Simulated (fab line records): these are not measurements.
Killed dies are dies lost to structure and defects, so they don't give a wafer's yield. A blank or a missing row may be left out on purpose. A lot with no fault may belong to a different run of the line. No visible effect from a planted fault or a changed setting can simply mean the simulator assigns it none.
What tool caused it? -- flow n5 finfet -- route of 1938 steps, sampled at 1 step: 12 lots, 36 wafers

WHAT EACH GAUGE READ, for each wafer
N5_BEOL_M11_CD_MEAS_28: the cd target is 70 nm.
lot,measured,on,cd nm (nm)
L075,day 10 03:27,cd sem-03,70.4 72.0 72.1
L077,day 11 00:07,cd sem-02,69.4 70.4 67.8
L079,day 11 03:49,cd sem-02,69.2 67.8 69.6
L081,day 12 05:05,cd sem-02,71.0 68.9 70.3
L082,day 12 17:20,cd sem-02,69.8 70.4 70.4
L086,day 13 13:19,cd sem-03,71.3 70.7 72.2
L087,day 13 15:48,cd sem-03,70.3 71.8 69.9
L088,day 14 20:16,cd sem-03,69.7 70.4 70.2
L091,day 15 03:01,cd sem-02,69.6 68.6 68.2
L094,day 16 00:42,cd sem-02,69.2 69.2 68.6
L095,day 16 10:51,cd sem-01,69.2 70.5 69.0
L097,day 17 07:18,cd sem-03,71.9 70.2 70.1

TOOL THAT RAN EACH LOT (tool first, then ch and the chambers of the sampled wafers, then the start)
Record: no process step prior to these readings.

THE ANSWER, worked out from the rows above alone
Rule: the lots themselves supply what counts as usual. The widest of any qualifying gaps counts: lots, ordered by their means at a reading, are off when they make up no more than a third of the lots, leave a main group of 4 or more, and stand apart from it by 3 or more times the standard deviation of that group's means. If all means in a main group match to the digits the tables above print for the reading, that group is not used. A lot without any number at a reading at which 4 lots or more have one is off too. The other lots that the step has rows for count as sound.
Nothing can be told from this: no lot is off at any reading shown.

WHAT HAD BEEN PUT IN BY THE SIMULATOR
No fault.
